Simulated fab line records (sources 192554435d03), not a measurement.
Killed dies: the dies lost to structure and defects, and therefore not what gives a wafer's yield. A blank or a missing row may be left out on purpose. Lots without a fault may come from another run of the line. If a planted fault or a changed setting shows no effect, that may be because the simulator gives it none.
Chamber matching | flow n5-finfet | N5_DUMMY_GATE_TRIM_49 on rie-si-05: 4 sister chambers
The step chemistry O2, time 29 s, target cd 14 nm. 24 wafers are shown with their chamber, then 12 later ones without.

EACH WAFER AND ITS CHAMBER
wafer  | chamber | drypump-motor-current-A (A) | throttle-valve-pct (%) | oes-product-au (a.u.)
L074.1 | 1       | 6.4                         | 8.02                   | 0.987
L074.2 | 0       | 6.4                         | 8.07                   | 1.032
L074.3 | 2       | 6.3                         | 8.32                   | 0.987
L074.4 | 3       | 5.6                         | 8.16                   | 1.025
L074.5 | 1       | 6.4                         | 8.07                   | 0.993
L074.6 | 2       | 6.3                         | 8.34                   | 0.989
L075.1 | 2       | 6.2                         | 8.33                   | 0.988
L075.4 | 1       | 6.4                         | 8.06                   | 0.982
L075.6 | 0       | 6.4                         | 8.07                   | 1.047
L077.1 | 1       | 6.4                         | 8.05                   | 0.995
L077.4 | 3       | 5.6                         | 8.15                   | 1.025
L077.6 | 3       | 5.6                         | 8.15                   | 1.020
L082.1 | 2       | 6.2                         | 8.34                   | 0.993
L082.5 | 2       | 6.2                         | 8.34                   | 0.990
L082.6 | 3       | 5.6                         | 8.18                   | 1.014
L083.2 | 3       | 5.6                         | 8.17                   | 1.007
L083.3 | 1       | 6.4                         | 8.06                   | 1.011
L083.4 | 0       | 6.4                         | 8.06                   | 1.043
L088.1 | 1       | 6.4                         | 8.05                   | 0.996
L088.2 | 2       | 6.3                         | 8.36                   | 0.983
L088.5 | 3       | 5.6                         | 8.15                   | 1.019
L087.3 | 1       | 6.4                         | 8.07                   | 0.993
L087.4 | 0       | 6.4                         | 8.07                   | 1.045
L087.5 | 1       | 6.4                         | 8.07                   | 1.002

SIGNATURES (means of the wafers above)
reading                 | chamber 0 | chamber 1 | chamber 2 | chamber 3 | scatter within a chamber
drypump-motor-current-A | 6.400     | 6.400     | 6.250     | 5.600     | 0.0274
throttle-valve-pct      | 8.0675    | 8.0563    | 8.3383    | 8.1600    | 0.0137
oes-product-au          | 1.04175   | 0.99487   | 0.98833   | 1.01833   | 0.00699
Rule: distance of a wafer from a chamber = root of the sum over the readings of ((wafer's reading minus chamber's mean) / reading's scatter) squared. The wafer belongs to the nearest chamber; if the next one is less than 2 further off, it can't be placed. The scatter is the square root of a quotient: the sum, over the shown wafers, of each reading's squared deviation from its chamber's mean, divided by wafers minus chambers.

WAFERS WITHOUT THEIR CHAMBER
wafer  | drypump-motor-current-A (A) | throttle-valve-pct (%) | oes-product-au (a.u.)
L089.1 | 6.4                         | 8.09                   | 1.046
L089.4 | 6.3                         | 8.35                   | 0.994
L089.6 | 6.4                         | 8.05                   | 1.000
L091.1 | 6.2                         | 8.35                   | 1.001
L091.3 | 6.4                         | 8.08                   | 1.040
L091.6 | 6.3                         | 8.35                   | 0.994
L093.3 | 6.3                         | 8.34                   | 0.992
L093.4 | 6.4                         | 8.03                   | 0.996
L093.5 | 6.4                         | 8.07                   | 0.995
L097.1 | 6.4                         | 8.04                   | 0.998
L097.3 | 6.4                         | 8.06                   | 1.039
L097.5 | 5.6                         | 8.18                   | 1.006

THE CHAMBER EACH PASSED THROUGH
wafer  | from the rows above | in truth
L089.1 | 0                   | 0
L089.4 | 2                   | 2
L089.6 | 1                   | 1
L091.1 | 2                   | 2
L091.3 | 0                   | 0
L091.6 | 2                   | 2
L093.3 | 2                   | 2
L093.4 | 1                   | 1
L093.5 | 1                   | 1
L097.1 | 1                   | 1
L097.3 | 0                   | 0
L097.5 | 3                   | 3
Placed correctly: 12 of 12. Can't be placed from these rows: 0. 0 placed wrongly.
